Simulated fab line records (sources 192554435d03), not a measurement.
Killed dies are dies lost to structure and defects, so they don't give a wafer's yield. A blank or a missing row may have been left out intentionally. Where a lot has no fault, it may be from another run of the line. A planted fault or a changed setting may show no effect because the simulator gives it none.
fab line records | flow n5_finfet
record: lots: 24 | wafers: 72 | last_day: 18
route steps=1938 shown BEOL_M2@926 BEOL_M3@998
lots that met no fault: from a run of the same line without faults
start_h: hours from the record's opening day to when the first of the lot's shown wafers began | wait_h: hours since the lot's step before | " the same as in the row above | L1.1+2: several wafers, shown together as one row | - no value, or no start was given | * or withheld: withheld | < > ~ a bound
route shown NAME@n: names a module that has steps shown in the file, with the first one's number in the route | usual: mean and standard deviation over wafers with no fault | same: alike in all rows | chamber/n: place in a boat | sites: readings site by site | _std_site: the values' standard deviation | _edge_site: the outer-site mean with the inner-site mean subtracted | radius_mm: how far each site lies from the wafer's centre | mask NAME#n: copy n | behind: the tool/chamber that last shaped the wafer | hold: reason for holding the lot/hours on hold/outcome of the hold | device: transistor that didn't switch, given as n, p or np | end of line: the same wafers' tests at the end of the route | where a step has no rows: the recipe by itself | killed: count of dies lost to structure and defects at first sort (not the wafer's yield) | map: the dies of a wafer, with x for killed, . for not killed, _ for no die there
set.NAME: the setting as run; set.NAME@STEP: as run at that earlier step | model.NAME: the simulator's own value behind a step, which no gauge read
a sample of lots followed through the steps of the route, with each step as a table and each wafer as a row
services: the hour from which a tool's chamber was out of use, counted from the record's first day as start_h (under 0 if before that day), plus the number of hours and why
== steps ==
step: N5_BEOL_M2_CO_CAP_55
recipe: material: Co | target_thk_a: 20 | temp_c: 200 | precursor: CCTBA/H2 | pressure_torr: 30 | time_s: 102.1
usual: heater_power_w: 235/13
lot.wafer | tool      | chamber | start_h | wait_h | heater_power_w
L074.1    | cvd_co-01 | 2       | 143.39  | 0.0    | 245
L074.2    | "         | 1       | "       | "      | 209
L074.6    | "         | 0       | "       | "      | 244
L075.1    | cvd_co-01 | 1       | 150.08  | 0.0    | 208
L075.4    | "         | 0       | "       | "      | 247
L075.5    | "         | 1       | "       | "      | 207
L076.1    | cvd_co-02 | 0       | 152.02  | 0.0    | 241
L076.2    | "         | 2       | "       | "      | 247
L076.4    | "         | 2       | "       | "      | 237
L078.3    | cvd_co-01 | 2       | 154.95  | 0.0    | 244
L078.5    | "         | 0       | "       | "      | 244
L078.6    | "         | 2       | "       | "      | 248
L077.2    | cvd_co-02 | 2       | 163.56  | 0.0    | 243
L077.5    | "         | 0       | "       | "      | 245
L077.6    | "         | 2       | "       | "      | 243
L079.2    | cvd_co-01 | 2       | 168.50  | 0.0    | 243
L079.4    | "         | 2       | "       | "      | 249
L079.5    | "         | 1       | "       | "      | 217
L080.3    | cvd_co-02 | 2       | 185.76  | 0.0    | 245
L080.5    | "         | 0       | "       | "      | 240
L080.6    | "         | 2       | "       | "      | 241
L081.1    | cvd_co-01 | 2       | 198.73  | 0.0    | 248
L081.3    | "         | 1       | "       | "      | 216
L081.5    | "         | 0       | "       | "      | 239
L084.2    | cvd_co-02 | 1       | 198.75  | 0.0    | 222
L084.3    | "         | 0       | "       | "      | 238
L084.6    | "         | 1       | "       | "      | 215
L082.1    | cvd_co-01 | 1       | 200.12  | 0.0    | 207
L082.4    | "         | 1       | "       | "      | 213
L082.5    | "         | 0       | "       | "      | 240
L083.2    | cvd_co-02 | 0       | 200.57  | 0.0    | 245
L083.5    | "         | 2       | "       | "      | 242
L083.6    | "         | 1       | "       | "      | 222
L085.1    | cvd_co-01 | 2       | 203.33  | 0.0    | 239
L085.5    | "         | 0       | "       | "      | 237
L085.6    | "         | 2       | "       | "      | 244
L086.1    | cvd_co-02 | 2       | 205.94  | 0.0    | 251
L086.2    | "         | 1       | "       | "      | 214
L086.3    | "         | 0       | "       | "      | 246
L087.1    | cvd_co-02 | 2       | 211.68  | 0.0    | 245
L087.3    | "         | 1       | "       | "      | 225
L087.5    | "         | 2       | "       | "      | 252
L089.1    | cvd_co-01 | 0       | 243.19  | 0.0    | 244
L089.2    | "         | 2       | "       | "      | 246
L089.5    | "         | 1       | "       | "      | 213
L088.2    | cvd_co-02 | 2       | 244.67  | 0.0    | 246
L088.3    | "         | 1       | "       | "      | 219
L088.5    | "         | 1       | "       | "      | 214
L090.3    | cvd_co-02 | 1       | 246.44  | 0.0    | 220
L090.5    | "         | 0       | "       | "      | 238
L090.6    | "         | 1       | "       | "      | 217
L091.2    | cvd_co-02 | 0       | 251.80  | 0.0    | 243
L091.4    | "         | 0       | "       | "      | 240
L091.5    | "         | 2       | "       | "      | 245
L092.2    | cvd_co-02 | 1       | 254.89  | 0.0    | 219
L092.3    | "         | 0       | "       | "      | 235
L092.5    | "         | 1       | "       | "      | 218
L093.1    | cvd_co-01 | 2       | 257.32  | 0.0    | 242
L093.3    | "         | 0       | "       | "      | 248
L093.6    | "         | 0       | "       | "      | 248
L095.3    | cvd_co-02 | 0       | 266.99  | 0.0    | 237
L095.4    | "         | 1       | "       | "      | 216
L095.5    | "         | 2       | "       | "      | 249
L094.2    | cvd_co-02 | 0       | 267.29  | 0.0    | 237
L094.3    | "         | 2       | "       | "      | 247
L094.5    | "         | 1       | "       | "      | 221
L097.1    | cvd_co-02 | 2       | 285.23  | 0.0    | 243
L097.2    | "         | 1       | "       | "      | 218
L097.3    | "         | 0       | "       | "      | 253
L096.3    | cvd_co-02 | 1       | 288.65  | 0.0    | 217
L096.4    | "         | 2       | "       | "      | 251
L096.5    | "         | 1       | "       | "      | 222
step: N5_BEOL_M2_RS_MEAS_58
recipe: thk_meas_gauge: four-point-probe | reads: Co_of_BEOL_M2_CO_CAP_55+Cu_of_BEOL_M2_ECD_50+Co_of_BEOL_M2_CVD_47+TaN_of_BEOL_M2_ALD_84
usual: M2_RS: 0.68/0.03
lot.wafer | tool          | chamber | start_h | wait_h | M2_RS[ohm/sq]
L074.1    | film_metro-02 | -       | 143.57  | 0.0    | 0.67
L074.2    | "             | -       | "       | "      | 0.71
L074.6    | "             | -       | "       | "      | 0.68
L075.1    | film_metro-01 | -       | 150.26  | 0.0    | 0.64
L075.4    | "             | -       | "       | "      | 0.69
L075.5    | "             | -       | "       | "      | 0.70
L076.1    | film_metro-02 | -       | 152.24  | 0.0    | 0.65
L076.2    | "             | -       | "       | "      | 0.69
L076.4    | "             | -       | "       | "      | 0.68
L078.3    | film_metro-02 | -       | 155.14  | 0.1    | 0.75
L078.5    | "             | -       | "       | "      | 0.73
L078.6    | "             | -       | "       | "      | 0.71
L077.2    | film_metro-02 | -       | 163.75  | 0.1    | 0.68
L077.5    | "             | -       | "       | "      | 0.65
L077.6    | "             | -       | "       | "      | 0.66
L079.2    | film_metro-01 | -       | 168.69  | 0.1    | 0.67
L079.4    | "             | -       | "       | "      | 0.67
L079.5    | "             | -       | "       | "      | 0.68
L080.3    | film_metro-02 | -       | 185.94  | 0.1    | 0.67
L080.5    | "             | -       | "       | "      | 0.63
L080.6    | "             | -       | "       | "      | 0.61
L081.1    | film_metro-02 | -       | 198.91  | 0.0    | 0.67
L081.3    | "             | -       | "       | "      | 0.71
L081.5    | "             | -       | "       | "      | 0.71
L084.2    | film_metro-01 | -       | 198.94  | 0.1    | 0.68
L084.3    | "             | -       | "       | "      | 0.64
L084.6    | "             | -       | "       | "      | 0.66
L082.1    | film_metro-01 | -       | 200.30  | 0.1    | 0.64
L082.4    | "             | -       | "       | "      | 0.63
L082.5    | "             | -       | "       | "      | 0.66
L083.2    | film_metro-02 | -       | 200.75  | 0.1    | 0.70
L083.5    | "             | -       | "       | "      | 0.73
L083.6    | "             | -       | "       | "      | 0.69
L085.1    | film_metro-01 | -       | 203.52  | 0.0    | 0.69
L085.5    | "             | -       | "       | "      | 0.70
L085.6    | "             | -       | "       | "      | 0.67
L086.1    | film_metro-01 | -       | 206.13  | 0.0    | 0.65
L086.2    | "             | -       | "       | "      | 0.63
L086.3    | "             | -       | "       | "      | 0.65
L087.1    | film_metro-01 | -       | 211.86  | 0.0    | 0.65
L087.3    | "             | -       | "       | "      | 0.66
L087.5    | "             | -       | "       | "      | 0.68
L089.1    | film_metro-01 | -       | 243.41  | 0.1    | 0.64
L089.2    | "             | -       | "       | "      | 0.67
L089.5    | "             | -       | "       | "      | 0.68
L088.2    | film_metro-02 | -       | 244.86  | 0.1    | 0.64
L088.3    | "             | -       | "       | "      | 0.68
L088.5    | "             | -       | "       | "      | 0.65
L090.3    | film_metro-02 | -       | 246.63  | 0.1    | 0.65
L090.5    | "             | -       | "       | "      | 0.68
L090.6    | "             | -       | "       | "      | 0.65
L091.2    | film_metro-01 | -       | 251.99  | 0.1    | 0.74
L091.4    | "             | -       | "       | "      | 0.69
L091.5    | "             | -       | "       | "      | 0.73
L092.2    | film_metro-01 | -       | 255.08  | 0.1    | 0.76
L092.3    | "             | -       | "       | "      | 0.69
L092.5    | "             | -       | "       | "      | 0.75
L093.1    | film_metro-01 | -       | 257.51  | 0.0    | 0.67
L093.3    | "             | -       | "       | "      | 0.67
L093.6    | "             | -       | "       | "      | 0.66
L095.3    | film_metro-01 | -       | 267.17  | 0.1    | 0.67
L095.4    | "             | -       | "       | "      | 0.67
L095.5    | "             | -       | "       | "      | 0.67
L094.2    | film_metro-01 | -       | 267.47  | 0.1    | 0.68
L094.3    | "             | -       | "       | "      | 0.72
L094.5    | "             | -       | "       | "      | 0.67
L097.1    | film_metro-01 | -       | 285.41  | 0.0    | 0.70
L097.2    | "             | -       | "       | "      | 0.72
L097.3    | "             | -       | "       | "      | 0.68
L096.3    | film_metro-02 | -       | 288.84  | 0.1    | 0.65
L096.4    | "             | -       | "       | "      | 0.66
L096.5    | "             | -       | "       | "      | 0.69
step: N5_BEOL_M3_SPUTTER_81
recipe: material: Cu | target_thk_a: 45 | temp_c: -20 | chamber_pressure_pa: 0.07 | power_w: withheld | time_s: 8.29
usual: substrate_temp_c: -19.99/0.1 | throttle_valve_pct: 29.9/1
lot.wafer | tool           | chamber | start_h | wait_h | substrate_temp_c | throttle_valve_pct
L074.1    | pvd_sputter-03 | -       | 152.54  | 0.1    | -20.01           | 29.7
L074.2    | "              | -       | "       | "      | -20.07           | 31.5
L074.6    | "              | -       | "       | "      | -20.06           | 31.2
L075.1    | pvd_sputter-03 | -       | 155.92  | 0.1    | -20.08           | 31.4
L075.4    | "              | -       | "       | "      | -20.11           | 28.9
L075.5    | "              | -       | "       | "      | -19.80           | 30.6
L076.1    | pvd_sputter-03 | -       | 159.40  | 0.1    | -20.11           | 29.9
L076.2    | "              | -       | "       | "      | -20.04           | 31.4
L076.4    | "              | -       | "       | "      | -20.05           | 30.9
L078.3    | pvd_sputter-03 | -       | 168.01  | 0.1    | -20.05           | 28.8
L078.5    | "              | -       | "       | "      | -19.92           | 31.2
L078.6    | "              | -       | "       | "      | -19.96           | 28.7
L077.2    | pvd_sputter-02 | -       | 169.13  | 0.1    | -20.09           | 30.0
L077.5    | "              | -       | "       | "      | -20.02           | 29.9
L077.6    | "              | -       | "       | "      | -20.13           | 29.9
L079.2    | pvd_sputter-02 | -       | 175.58  | 0.1    | -20.01           | 29.8
L079.4    | "              | -       | "       | "      | -19.93           | 27.9
L079.5    | "              | -       | "       | "      | -20.04           | 29.7
L080.3    | pvd_sputter-03 | -       | 193.80  | 0.1    | -20.04           | 31.8
L080.5    | "              | -       | "       | "      | -20.06           | 28.8
L080.6    | "              | -       | "       | "      | -20.11           | 31.4
L081.1    | pvd_sputter-01 | -       | 206.59  | 0.1    | -19.81           | 30.3
L081.3    | "              | -       | "       | "      | -19.77           | 30.2
L081.5    | "              | -       | "       | "      | -20.01           | 30.2
L084.2    | pvd_sputter-03 | -       | 206.88  | 0.1    | -20.05           | 31.1
L084.3    | "              | -       | "       | "      | -19.97           | 29.0
L084.6    | "              | -       | "       | "      | -20.09           | 30.9
L082.1    | pvd_sputter-02 | -       | 209.50  | 0.1    | -20.15           | 30.7
L082.4    | "              | -       | "       | "      | -19.98           | 29.8
L082.5    | "              | -       | "       | "      | -19.94           | 29.7
L083.2    | pvd_sputter-03 | -       | 209.99  | 0.1    | -19.95           | 28.9
L083.5    | "              | -       | "       | "      | -20.10           | 28.7
L083.6    | "              | -       | "       | "      | -19.91           | 31.3
L085.1    | pvd_sputter-03 | -       | 212.80  | 0.1    | -19.94           | 29.9
L085.5    | "              | -       | "       | "      | -19.86           | 29.9
L085.6    | "              | -       | "       | "      | -20.12           | 31.2
L086.1    | pvd_sputter-01 | -       | 213.07  | 0.1    | -20.12           | 30.0
L086.2    | "              | -       | "       | "      | -20.05           | 29.0
L086.3    | "              | -       | "       | "      | -19.86           | 28.7
L087.1    | pvd_sputter-03 | -       | 216.90  | 0.1    | -19.99           | 30.9
L087.3    | "              | -       | "       | "      | -19.93           | 29.7
L087.5    | "              | -       | "       | "      | -19.92           | 28.7
L089.1    | pvd_sputter-02 | -       | 249.68  | 0.1    | -20.19           | 30.9
L089.2    | "              | -       | "       | "      | -19.89           | 29.8
L089.5    | "              | -       | "       | "      | -20.05           | 30.0
L088.2    | pvd_sputter-03 | -       | 249.98  | 0.1    | -20.14           | 29.0
L088.3    | "              | -       | "       | "      | -20.04           | 29.7
L088.5    | "              | -       | "       | "      | -20.08           | 31.0
L090.3    | pvd_sputter-02 | -       | 252.27  | 0.1    | -19.86           | 28.0
L090.5    | "              | -       | "       | "      | -20.01           | 28.0
L090.6    | "              | -       | "       | "      | -19.97           | 29.9
L091.2    | pvd_sputter-03 | -       | 257.90  | 0.1    | -20.11           | 28.6
L091.4    | "              | -       | "       | "      | -20.04           | 30.9
L091.5    | "              | -       | "       | "      | -20.16           | 31.5
L092.2    | pvd_sputter-03 | -       | 259.74  | 0.1    | -20.00           | 31.2
L092.3    | "              | -       | "       | "      | -19.91           | 28.8
L092.5    | "              | -       | "       | "      | -19.98           | 31.0
L093.1    | pvd_sputter-02 | -       | 262.44  | 0.1    | -20.12           | 29.8
L093.3    | "              | -       | "       | "      | -19.99           | 30.0
L093.6    | "              | -       | "       | "      | -19.92           | 30.3
L095.3    | pvd_sputter-01 | -       | 273.91  | 0.1    | -19.96           | 30.1
L095.4    | "              | -       | "       | "      | -19.99           | 30.3
L095.5    | "              | -       | "       | "      | -19.86           | 28.6
L094.2    | pvd_sputter-01 | -       | 283.09  | 0.1    | -20.02           | 30.2
L094.3    | "              | -       | "       | "      | -20.00           | 28.8
L094.5    | "              | -       | "       | "      | -19.93           | 30.4
L097.1    | pvd_sputter-01 | -       | 290.18  | 0.1    | -19.96           | 30.3
L097.2    | "              | -       | "       | "      | -20.24           | 29.1
L097.3    | "              | -       | "       | "      | -19.96           | 28.7
L096.3    | pvd_sputter-01 | -       | 296.88  | 0.1    | -19.94           | 30.0
L096.4    | "              | -       | "       | "      | -20.01           | 30.1
L096.5    | "              | -       | "       | "      | -19.75           | 29.9
step: N5_BEOL_M3_ANNEAL_87
recipe: temp_c: 400 | time_s: 240 | ambient: vacuum
usual: heater_power_w: 824/86
lot.wafer | tool           | chamber | start_h | wait_h | heater_power_w
L074.1    | pvd_sputter-03 | -       | 152.84  | 0.0    | 841
L074.2    | "              | -       | "       | "      | 888
L074.6    | "              | -       | "       | "      | 890
L075.1    | pvd_sputter-03 | -       | 156.22  | 0.0    | 908
L075.4    | "              | -       | "       | "      | 825
L075.5    | "              | -       | "       | "      | 667
L076.1    | pvd_sputter-03 | -       | 159.70  | 0.0    | 859
L076.2    | "              | -       | "       | "      | 880
L076.4    | "              | -       | "       | "      | 676
L078.3    | pvd_sputter-03 | -       | 168.31  | 0.0    | 841
L078.5    | "              | -       | "       | "      | 896
L078.6    | "              | -       | "       | "      | 835
L077.2    | pvd_sputter-02 | -       | 169.43  | 0.0    | 906
L077.5    | "              | -       | "       | "      | 915
L077.6    | "              | -       | "       | "      | 723
L079.2    | pvd_sputter-02 | -       | 175.88  | 0.0    | 718
L079.4    | "              | -       | "       | "      | 788
L079.5    | "              | -       | "       | "      | 900
L080.3    | pvd_sputter-03 | -       | 194.10  | 0.0    | 904
L080.5    | "              | -       | "       | "      | 832
L080.6    | "              | -       | "       | "      | 896
L081.1    | pvd_sputter-01 | -       | 206.89  | 0.0    | 837
L081.3    | "              | -       | "       | "      | 1004
L081.5    | "              | -       | "       | "      | 981
L084.2    | pvd_sputter-03 | -       | 207.18  | 0.0    | 670
L084.3    | "              | -       | "       | "      | 828
L084.6    | "              | -       | "       | "      | 682
L082.1    | pvd_sputter-02 | -       | 209.80  | 0.0    | 717
L082.4    | "              | -       | "       | "      | 720
L082.5    | "              | -       | "       | "      | 739
L083.2    | pvd_sputter-03 | -       | 210.29  | 0.0    | 838
L083.5    | "              | -       | "       | "      | 830
L083.6    | "              | -       | "       | "      | 892
L085.1    | pvd_sputter-03 | -       | 213.10  | 0.0    | 862
L085.5    | "              | -       | "       | "      | 882
L085.6    | "              | -       | "       | "      | 889
L086.1    | pvd_sputter-01 | -       | 213.37  | 0.0    | 850
L086.2    | "              | -       | "       | "      | 861
L086.3    | "              | -       | "       | "      | 800
L087.1    | pvd_sputter-03 | -       | 217.20  | 0.0    | 689
L087.3    | "              | -       | "       | "      | 867
L087.5    | "              | -       | "       | "      | 833
L089.1    | pvd_sputter-02 | -       | 249.98  | 0.0    | 730
L089.2    | "              | -       | "       | "      | 918
L089.5    | "              | -       | "       | "      | 737
L088.2    | pvd_sputter-03 | -       | 250.28  | 0.0    | 850
L088.3    | "              | -       | "       | "      | 858
L088.5    | "              | -       | "       | "      | 678
L090.3    | pvd_sputter-02 | -       | 252.57  | 0.0    | 773
L090.5    | "              | -       | "       | "      | 790
L090.6    | "              | -       | "       | "      | 928
L091.2    | pvd_sputter-03 | -       | 258.20  | 0.0    | 850
L091.4    | "              | -       | "       | "      | 690
L091.5    | "              | -       | "       | "      | 923
L092.2    | pvd_sputter-03 | -       | 260.04  | 0.0    | 904
L092.3    | "              | -       | "       | "      | 817
L092.5    | "              | -       | "       | "      | 682
L093.1    | pvd_sputter-02 | -       | 262.74  | 0.0    | 736
L093.3    | "              | -       | "       | "      | 918
L093.6    | "              | -       | "       | "      | 737
L095.3    | pvd_sputter-01 | -       | 274.21  | 0.0    | 837
L095.4    | "              | -       | "       | "      | 1013
L095.5    | "              | -       | "       | "      | 805
L094.2    | pvd_sputter-01 | -       | 283.39  | 0.0    | 862
L094.3    | "              | -       | "       | "      | 801
L094.5    | "              | -       | "       | "      | 992
L097.1    | pvd_sputter-01 | -       | 290.48  | 0.0    | 996
L097.2    | "              | -       | "       | "      | 877
L097.3    | "              | -       | "       | "      | 801
L096.3    | pvd_sputter-01 | -       | 297.18  | 0.0    | 824
L096.4    | "              | -       | "       | "      | 995
L096.5    | "              | -       | "       | "      | 833
step: N5_BEOL_M3_ANNEAL_91
recipe: temp_c: 400 | time_s: 240 | ambient: vacuum
usual: heater_power_w: 825/87
lot.wafer | tool           | chamber | start_h | wait_h | heater_power_w
L074.1    | pvd_sputter-03 | -       | 153.28  | 0.0    | 881
L074.2    | "              | -       | "       | "      | 894
L074.6    | "              | -       | "       | "      | 884
L075.1    | pvd_sputter-03 | -       | 156.66  | 0.0    | 894
L075.4    | "              | -       | "       | "      | 823
L075.5    | "              | -       | "       | "      | 677
L076.1    | pvd_sputter-03 | -       | 160.14  | 0.0    | 864
L076.2    | "              | -       | "       | "      | 864
L076.4    | "              | -       | "       | "      | 684
L078.3    | pvd_sputter-03 | -       | 168.75  | 0.0    | 857
L078.5    | "              | -       | "       | "      | 880
L078.6    | "              | -       | "       | "      | 842
L077.2    | pvd_sputter-02 | -       | 169.87  | 0.0    | 930
L077.5    | "              | -       | "       | "      | 919
L077.6    | "              | -       | "       | "      | 732
L079.2    | pvd_sputter-02 | -       | 176.32  | 0.0    | 718
L079.4    | "              | -       | "       | "      | 778
L079.5    | "              | -       | "       | "      | 922
L080.3    | pvd_sputter-03 | -       | 194.54  | 0.0    | 889
L080.5    | "              | -       | "       | "      | 825
L080.6    | "              | -       | "       | "      | 880
L081.1    | pvd_sputter-01 | -       | 207.33  | 0.0    | 829
L081.3    | "              | -       | "       | "      | 983
L081.5    | "              | -       | "       | "      | 1012
L084.2    | pvd_sputter-03 | -       | 207.62  | 0.0    | 683
L084.3    | "              | -       | "       | "      | 831
L084.6    | "              | -       | "       | "      | 663
L082.1    | pvd_sputter-02 | -       | 210.24  | 0.0    | 740
L082.4    | "              | -       | "       | "      | 716
L082.5    | "              | -       | "       | "      | 710
L083.2    | pvd_sputter-03 | -       | 210.73  | 0.0    | 858
L083.5    | "              | -       | "       | "      | 860
L083.6    | "              | -       | "       | "      | 901
L085.1    | pvd_sputter-03 | -       | 213.54  | 0.0    | 851
L085.5    | "              | -       | "       | "      | 852
L085.6    | "              | -       | "       | "      | 893
L086.1    | pvd_sputter-01 | -       | 213.81  | 0.0    | 864
L086.2    | "              | -       | "       | "      | 891
L086.3    | "              | -       | "       | "      | 809
L087.1    | pvd_sputter-03 | -       | 217.64  | 0.0    | 673
L087.3    | "              | -       | "       | "      | 867
L087.5    | "              | -       | "       | "      | 835
L089.1    | pvd_sputter-02 | -       | 250.42  | 0.0    | 716
L089.2    | "              | -       | "       | "      | 899
L089.5    | "              | -       | "       | "      | 725
L088.2    | pvd_sputter-03 | -       | 250.72  | 0.0    | 854
L088.3    | "              | -       | "       | "      | 870
L088.5    | "              | -       | "       | "      | 655
L090.3    | pvd_sputter-02 | -       | 253.01  | 0.0    | 771
L090.5    | "              | -       | "       | "      | 797
L090.6    | "              | -       | "       | "      | 927
L091.2    | pvd_sputter-03 | -       | 258.64  | 0.0    | 821
L091.4    | "              | -       | "       | "      | 678
L091.5    | "              | -       | "       | "      | 882
L092.2    | pvd_sputter-03 | -       | 260.48  | 0.0    | 896
L092.3    | "              | -       | "       | "      | 835
L092.5    | "              | -       | "       | "      | 652
L093.1    | pvd_sputter-02 | -       | 263.18  | 0.0    | 735
L093.3    | "              | -       | "       | "      | 946
L093.6    | "              | -       | "       | "      | 738
L095.3    | pvd_sputter-01 | -       | 274.65  | 0.0    | 857
L095.4    | "              | -       | "       | "      | 1017
L095.5    | "              | -       | "       | "      | 800
L094.2    | pvd_sputter-01 | -       | 283.83  | 0.0    | 830
L094.3    | "              | -       | "       | "      | 807
L094.5    | "              | -       | "       | "      | 972
L097.1    | pvd_sputter-01 | -       | 290.92  | 0.0    | 972
L097.2    | "              | -       | "       | "      | 856
L097.3    | "              | -       | "       | "      | 787
L096.3    | pvd_sputter-01 | -       | 297.62  | 0.0    | 839
L096.4    | "              | -       | "       | "      | 1000
L096.5    | "              | -       | "       | "      | 870
step: N5_BEOL_M3_ANNEAL_95
recipe: temp_c: 400 | time_s: 240 | ambient: vacuum
usual: heater_power_w: 822/87
lot.wafer | tool           | chamber | start_h | wait_h | heater_power_w
L074.1    | pvd_sputter-03 | -       | 153.72  | 0.0    | 846
L074.2    | "              | -       | "       | "      | 889
L074.6    | "              | -       | "       | "      | 881
L075.1    | pvd_sputter-03 | -       | 157.10  | 0.0    | 881
L075.4    | "              | -       | "       | "      | 834
L075.5    | "              | -       | "       | "      | 683
L076.1    | pvd_sputter-03 | -       | 160.58  | 0.0    | 865
L076.2    | "              | -       | "       | "      | 908
L076.4    | "              | -       | "       | "      | 664
L078.3    | pvd_sputter-03 | -       | 169.19  | 0.0    | 834
L078.5    | "              | -       | "       | "      | 887
L078.6    | "              | -       | "       | "      | 827
L077.2    | pvd_sputter-02 | -       | 170.31  | 0.0    | 948
L077.5    | "              | -       | "       | "      | 946
L077.6    | "              | -       | "       | "      | 713
L079.2    | pvd_sputter-02 | -       | 176.76  | 0.0    | 729
L079.4    | "              | -       | "       | "      | 768
L079.5    | "              | -       | "       | "      | 913
L080.3    | pvd_sputter-03 | -       | 194.98  | 0.0    | 919
L080.5    | "              | -       | "       | "      | 862
L080.6    | "              | -       | "       | "      | 864
L081.1    | pvd_sputter-01 | -       | 207.77  | 0.0    | 824
L081.3    | "              | -       | "       | "      | 988
L081.5    | "              | -       | "       | "      | 994
L084.2    | pvd_sputter-03 | -       | 208.06  | 0.0    | 670
L084.3    | "              | -       | "       | "      | 839
L084.6    | "              | -       | "       | "      | 702
L082.1    | pvd_sputter-02 | -       | 210.68  | 0.0    | 721
L082.4    | "              | -       | "       | "      | 743
L082.5    | "              | -       | "       | "      | 716
L083.2    | pvd_sputter-03 | -       | 211.17  | 0.0    | 837
L083.5    | "              | -       | "       | "      | 824
L083.6    | "              | -       | "       | "      | 919
L085.1    | pvd_sputter-03 | -       | 213.98  | 0.0    | 869
L085.5    | "              | -       | "       | "      | 862
L085.6    | "              | -       | "       | "      | 890
L086.1    | pvd_sputter-01 | -       | 214.25  | 0.0    | 840
L086.2    | "              | -       | "       | "      | 845
L086.3    | "              | -       | "       | "      | 764
L087.1    | pvd_sputter-03 | -       | 218.08  | 0.0    | 681
L087.3    | "              | -       | "       | "      | 868
L087.5    | "              | -       | "       | "      | 825
L089.1    | pvd_sputter-02 | -       | 250.86  | 0.0    | 756
L089.2    | "              | -       | "       | "      | 934
L089.5    | "              | -       | "       | "      | 720
L088.2    | pvd_sputter-03 | -       | 251.16  | 0.0    | 839
L088.3    | "              | -       | "       | "      | 855
L088.5    | "              | -       | "       | "      | 662
L090.3    | pvd_sputter-02 | -       | 253.45  | 0.0    | 788
L090.5    | "              | -       | "       | "      | 756
L090.6    | "              | -       | "       | "      | 933
L091.2    | pvd_sputter-03 | -       | 259.08  | 0.0    | 838
L091.4    | "              | -       | "       | "      | 670
L091.5    | "              | -       | "       | "      | 874
L092.2    | pvd_sputter-03 | -       | 260.92  | 0.0    | 896
L092.3    | "              | -       | "       | "      | 835
L092.5    | "              | -       | "       | "      | 674
L093.1    | pvd_sputter-02 | -       | 263.62  | 0.0    | 718
L093.3    | "              | -       | "       | "      | 914
L093.6    | "              | -       | "       | "      | 728
L095.3    | pvd_sputter-01 | -       | 275.09  | 0.0    | 837
L095.4    | "              | -       | "       | "      | 987
L095.5    | "              | -       | "       | "      | 794
L094.2    | pvd_sputter-01 | -       | 284.27  | 0.0    | 841
L094.3    | "              | -       | "       | "      | 809
L094.5    | "              | -       | "       | "      | 986
L097.1    | pvd_sputter-01 | -       | 291.36  | 0.0    | 995
L097.2    | "              | -       | "       | "      | 854
L097.3    | "              | -       | "       | "      | 769
L096.3    | pvd_sputter-01 | -       | 298.06  | 0.0    | 830
L096.4    | "              | -       | "       | "      | 991
L096.5    | "              | -       | "       | "      | 837
== services ==
tool           | chamber | start_h | hours | kind
pvd_sputter-03 | -       | 119.61  | 1.0   | repair
cvd_co-02      | -       | 140.76  | 6.0   | pm
cvd_co-02      | 1       | 147.47  | 14.9  | repair
pvd_sputter-02 | -       | 222.72  | 1.7   | repair
cvd_co-02      | -       | 226.67  | 6.9   | pm
cvd_co-01      | 1       | 260.99  | 2.6   | repair
== key ==
fault none
